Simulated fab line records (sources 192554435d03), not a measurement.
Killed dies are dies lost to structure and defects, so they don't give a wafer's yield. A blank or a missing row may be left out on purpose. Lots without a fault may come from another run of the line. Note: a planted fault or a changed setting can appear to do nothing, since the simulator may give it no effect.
fab line records    flow n5_finfet
record lots=6  wafers=18  last_day=19
route steps=1938 shown DUMMY_REMOVAL@383 HKMG_FIN@385 BEOL_M4@1111
lots that met no fault: taken from a fault-free run of the same line
start_h: hours from the record's first day to the start of the lot's first wafer shown    wait_h: hours elapsed since this lot's preceding step    " repeats the value in the row above    L1.1+2: several wafers, shown together as one row    - either no value or no given start    * or withheld: withheld    < > ~ a bound
route shown NAME@n: NAME is a module with steps in the file, n the number in the route of the first one    usual: the fault-free wafers' mean and standard deviation    same: alike in all rows    chamber/n: place in a boat    sites: readings site by site    _std_site: the values' standard deviation    _edge_site: inner sites' mean taken away from outer sites' mean    radius_mm: how far each site lies from the wafer's centre    mask NAME#n: copy n    behind: tool/chamber where the wafer was last shaped    hold: reason for holding the lot/hours on hold/outcome of the hold    device: names the non-switching transistor (n, p or np)    end of line: at the end of the route, the tests of the same wafers    a step without rows: its recipe alone    killed: count of dies lost to structure and defects at first sort (not the wafer's yield)    map: a wafer's dies, marking killed ones x, the rest . and places with no die _
set.NAME: setting as actually run; set.NAME@STEP: the setting as run at that earlier step    model.NAME: the simulator's own value behind a step, which no gauge read
lots at some steps of the route; a table a step, a row a wafer
services: when a tool's chamber went out of use (start_h, in hours from the record's first day, below 0 if earlier), for how many hours, and the reason
## steps
# step N5_DUMMY_REMOVAL_PRECLEAN_04
# recipe chemistry=DHF  time_s=37  temp_c=25  dilution=500:1
# step N5_DUMMY_REMOVAL_SRD_05
# recipe dry=ipa_marangoni  do_ppb=5  time_s=30  temp_c=23  rinse_liquid=diw
# step N5_HKMG_FIN_IL_REGROW_00
# recipe material=SiO2  target_thk_a=7.5  chemistry=O3  temp_c=withheld  time_s=30
# step N5_HKMG_FIN_HK_ALD_01
# recipe material=HfO2  target_thk_a=16  temp_c=withheld  ald_precursor_family=HfCl4  ald_co_reactant=H2O  pulse_time_s=3  purge_time_s=3  co_reactant_purge_time_s=2.5  co_reactant_pulse_time_s=0.3  ald_cycles=30
# usual precursor_pulse_height_rel=1.003/0.018
lot.wafer  tool       chamber  start_h  wait_h  precursor_pulse_height_rel
L396.2     ald_hk-03  3        75.79    0.0     1.017
L396.4     "          1        "        "       1.012
L396.6     "          2        "        "       1.011
L397.1     ald_hk-02  2        80.98    0.0     1.004
L397.3     "          3        "        "       1.015
L397.6     "          0        "        "       1.020
L404.1     ald_hk-01  3        117.74   0.0     0.987
L404.5     "          1        "        "       0.984
L404.6     "          2        "        "       0.992
L407.1     ald_hk-03  0        141.26   0.0     1.030
L407.3     "          2        "        "       0.995
L407.5     "          2        "        "       0.988
L412.2     ald_hk-01  2        168.06   0.1     1.007
L412.4     "          0        "        "       0.987
L412.5     "          2        "        "       0.995
L419.2     ald_hk-03  0        219.45   0.0     0.989
L419.4     "          2        "        "       1.010
L419.5     "          3        "        "       1.024
# step N5_HKMG_FIN_HK_ANNEAL_02
# recipe temp_c=700  time_s=30  ambient=N2  idle_temp_c=600  ramp_up_c_per_s=150  ramp_down_c_per_s=60  cool_to_c=600
# usual lamp_power_pct=8.80/0.052  lamp_zone_2_pct=8.799/0.0094  lamp_zone_7_pct=9.193/0.011  wafer_temp_C_max=702.9/0.65
# same time_s=30
lot.wafer  tool           chamber  start_h  wait_h  lamp_power_pct  lamp_zone_2_pct  lamp_zone_7_pct  wafer_temp_C_max
L396.2     rtp_anneal-02  0        76.01    0.1     8.81            8.798            9.186            703.1
L396.4     "              0        "        "       8.74            8.786            9.188            703.1
L396.6     "              0        "        "       8.89            8.802            9.188            703.6
L397.1     rtp_anneal-01  0        81.16    0.1     8.88            8.792            9.197            702.2
L397.3     "              0        "        "       8.72            8.792            9.182            703.7
L397.6     "              0        "        "       8.83            8.798            9.189            703.1
L404.1     rtp_anneal-02  0        118.04   0.2     8.83            8.802            9.179            702.8
L404.5     "              0        "        "       8.85            8.780            9.194            702.8
L404.6     "              0        "        "       8.75            8.809            9.184            702.7
L407.1     rtp_anneal-01  0        141.44   0.1     8.80            8.798            9.196            702.3
L407.3     "              0        "        "       8.71            8.797            9.188            703.0
L407.5     "              0        "        "       8.72            8.817            9.209            702.0
L412.2     rtp_anneal-01  0        168.43   0.2     8.80            8.802            9.205            702.6
L412.4     "              0        "        "       8.89            8.801            9.176            703.0
L412.5     "              0        "        "       8.74            8.782            9.180            703.5
L419.2     rtp_anneal-01  0        219.76   0.2     8.87            8.790            9.209            702.9
L419.4     "              0        "        "       8.85            8.800            9.204            702.3
L419.5     "              0        "        "       8.75            8.810            9.217            703.9
# step N5_HKMG_FIN_ALD_74
# recipe material=La2O3  target_thk_a=5  temp_c=250  ald_precursor_family=La-Cp  ald_co_reactant=O3  pulse_time_s=6  co_reactant_pulse_time_s=1  purge_time_s=3  co_reactant_purge_time_s=3
# usual heater_power_w=345/26  precursor_pulse_height_rel=1.000/0.02
lot.wafer  tool       chamber  start_h  wait_h  heater_power_w  precursor_pulse_height_rel
L396.2     ald_hk-02  0        76.20    0.2     374             0.982
L396.4     "          3        "        "       334             1.020
L396.6     "          3        "        "       336             0.965
L397.1     ald_hk-01  0        81.38    0.2     313             0.979
L397.3     "          3        "        "       348             1.005
L397.6     "          3        "        "       338             0.991
L404.1     ald_hk-03  3        118.25   0.2     355             1.003
L404.5     "          3        "        "       364             0.962
L404.6     "          2        "        "       333             0.977
L407.1     ald_hk-02  0        141.67   0.2     379             0.995
L407.3     "          3        "        "       333             1.010
L407.5     "          2        "        "       310             0.983
L412.2     ald_hk-02  3        168.61   0.2     330             0.988
L412.4     "          1        "        "       320             0.984
L412.5     "          3        "        "       335             0.994
L419.2     ald_hk-01  1        219.96   0.2     376             0.996
L419.4     "          3        "        "       340             0.956
L419.5     "          3        "        "       335             1.015
# step N5_HKMG_FIN_ALD_75
# recipe material=Al2O3  target_thk_a=10  temp_c=150  ald_precursor_family=TMA  ald_co_reactant=H2O  pulse_time_s=withheld  co_reactant_pulse_time_s=1
# usual heater_power_w=149/12  precursor_pulse_height_rel=1.000/0.019
lot.wafer  tool       chamber  start_h  wait_h  heater_power_w  precursor_pulse_height_rel
L396.2     ald_hk-02  0        76.27    0.0     158             1.001
L396.4     "          3        "        "       148             1.010
L396.6     "          3        "        "       140             1.047
L397.1     ald_hk-01  0        81.45    0.0     135             0.996
L397.3     "          3        "        "       142             0.973
L397.6     "          3        "        "       146             0.981
L404.1     ald_hk-03  3        118.33   0.0     156             1.018
L404.5     "          3        "        "       159             1.030
L404.6     "          2        "        "       142             0.987
L407.1     ald_hk-02  0        141.75   0.0     160             0.988
L407.3     "          3        "        "       142             1.007
L407.5     "          2        "        "       136             0.998
L412.2     ald_hk-02  3        168.69   0.0     146             1.006
L412.4     "          1        "        "       138             0.997
L412.5     "          3        "        "       145             1.010
L419.2     ald_hk-01  1        220.03   0.0     160             1.005
L419.4     "          3        "        "       151             0.992
L419.5     "          3        "        "       147             1.009
# step N5_HKMG_FIN_COAT_41
# recipe resist=SOC  temp_c=250  time_s=60  spin_rpm=1500  resist_thk_nm=300
# step N5_HKMG_FIN_COAT_42
# recipe resist=SiARC  temp_c=220  time_s=60  spin_rpm=1500  resist_thk_nm=35
# step N5_HKMG_FIN_COAT_43
# recipe resist=CAR-ArF  spin_rpm=1500  resist_thk_nm=90
# step N5_HKMG_FIN_EBR_45
# recipe solvent=PGMEA  ebr_width_mm=1.5
# step N5_HKMG_FIN_SOFTBAKE_44
# recipe temp_c=110  time_s=60  resist=CAR-ArF
# step N5_HKMG_FIN_EXPOSE_46
# recipe mask_id=NDIPOLE  na=1.35  source_shape=conventional  sigma_outer=0.8  polarization=unpolarized  dose_mj=40
# same sigma_outer=0.8
lot.wafer   tool             chamber  start_h  wait_h  mask       model.HKMG_FIN.overlay_x_nm
L396.2+4+6  arfi_scanner-03  0        76.62    -       NDIPOLE#0  0.2
L397.1+3+6  arfi_scanner-02  0        81.81    -       NDIPOLE#0  -0.4
L404.1+5+6  arfi_scanner-03  0        118.54   -       NDIPOLE#0  1.8
L407.1+3+5  arfi_scanner-03  0        142.09   -       NDIPOLE#0  1.8
L412.2+4+5  arfi_scanner-02  0        169.04   -       NDIPOLE#0  -0.2
L419.2+4+5  arfi_scanner-02  0        220.38   -       NDIPOLE#0  0.4
# step N5_HKMG_FIN_PEB_47
# recipe peb_temp_c=withheld  peb_time_s=60  resist=CAR-ArF
# step N5_BEOL_M4_RC_MEAS_101
# usual DIBL_N=36.3/1.9  DIBL_P=36.0/2.1  IOFF_N=0.16/0.031  IOFF_P=0.21/0.035  ION_N=675/14  ION_P=464/8.5  SS_N=71.5/0.6  SS_P=73.3/0.72  VT_N=250/3.2  VT_P=-250/3.1
lot.wafer  tool       chamber  start_h  wait_h  DIBL_N[mV/V]  DIBL_P[mV/V]  IOFF_N[nA/um]  IOFF_P[nA/um]  ION_N[uA/um]  ION_P[uA/um]  SS_N[mV/dec]  SS_P[mV/dec]  VT_N[mV]  VT_P[mV]
L396.2     prober-02  0        162.59   0.2     37.5          37.3          0.18           0.25           686           466           71.5          73.6          249       -248
L396.4     "          0        "        "       34.3          34.8          0.14           0.21           673           468           71.1          73.7          251       -248
L396.6     "          0        "        "       34.8          34.3          0.14           0.20           687           475           70.7          73.3          253       -249
L397.1     prober-02  0        173.37   0.0     33.9          33.4          0.11           0.17           662           457           70.9          71.9          253       -248
L397.3     "          0        "        "       38.7          38.1          0.21           0.26           676           466           72.7          73.5          248       -246
L397.6     "          0        "        "       35.0          35.1          0.13           0.21           663           459           71.5          73.5          251       -248
L404.1     prober-01  0        202.07   0.0     35.2          33.3          0.12           0.19           659           456           70.8          72.1          254       -252
L404.5     "          0        "        "       32.8          31.5          0.10           0.16           649           459           70.4          72.3          258       -250
L404.6     "          0        "        "       33.5          32.0          0.10           0.17           651           460           71.2          72.0          256       -251
L412.2     prober-02  0        295.45   0.2     34.9          34.0          0.13           0.17           667           461           71.4          73.6          251       -250
L412.4     "          0        "        "       37.8          38.2          0.19           0.25           690           475           71.7          74.8          247       -247
L412.5     "          0        "        "       38.5          38.7          0.20           0.25           696           476           72.1          74.2          244       -245
L407.1     prober-01  0        295.46   0.0     37.8          35.8          0.18           0.22           679           465           70.9          72.6          251       -249
L407.3     "          0        "        "       34.0          32.2          0.12           0.18           685           467           70.2          72.3          255       -248
L407.5     "          0        "        "       37.2          36.0          0.18           0.24           704           478           71.2          73.6          246       -247
L419.2     prober-01  0        340.83   0.2     36.4          36.4          0.14           0.21           650           452           71.2          72.6          254       -250
L419.4     "          0        "        "       35.2          35.1          0.14           0.19           665           461           71.4          72.9          250       -254
L419.5     "          0        "        "       36.7          37.6          0.17           0.22           663           457           71.0          73.8          252       -250
## services
tool             chamber  start_h  hours  kind
arfi_scanner-03  -        59.90    1.0    pm
arfi_scanner-02  0        83.99    -      calibration
ald_hk-03        -        100.16   0.8    repair
arfi_scanner-02  -        106.97   1.0    pm
arfi_scanner-02  -        113.30   0.8    pm
arfi_scanner-03  -        115.02   3.0    repair
arfi_scanner-03  -        118.69   1.3    pm
arfi_scanner-02  -        146.94   1.0    pm
arfi_scanner-03  -        155.05   1.6    repair
arfi_scanner-02  -        158.85   4.9    pm
arfi_scanner-03  -        160.09   0.8    pm
arfi_scanner-02  -        172.24   4.6    repair
arfi_scanner-03  -        177.43   3.0    pm
arfi_scanner-03  -        192.52   2.3    repair
arfi_scanner-03  -        198.75   8.6    repair
arfi_scanner-02  -        208.87   0.2    repair
ald_hk-02        -        209.59   3.2    repair
ald_hk-02        -        217.95   6.0    pm
## key
first_sign none at tools or gauges
model_effect step=N5_HKMG_FIN_EXPOSE_46  value=HKMG_FIN.overlay_x_nm  without=0  struck=1.8
met_at N5_HKMG_FIN_EXPOSE_46
struck_wafers L404.1,L404.5,L404.6,L407.1,L407.3,L407.5
onset_between 76.62 118.54
fault kind=scanner_matching_overlay  tool=arfi_scanner-03  chamber=-  onset_h=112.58  steps=N5_HKMG_FIN_EXPOSE_46  offset=1.7415
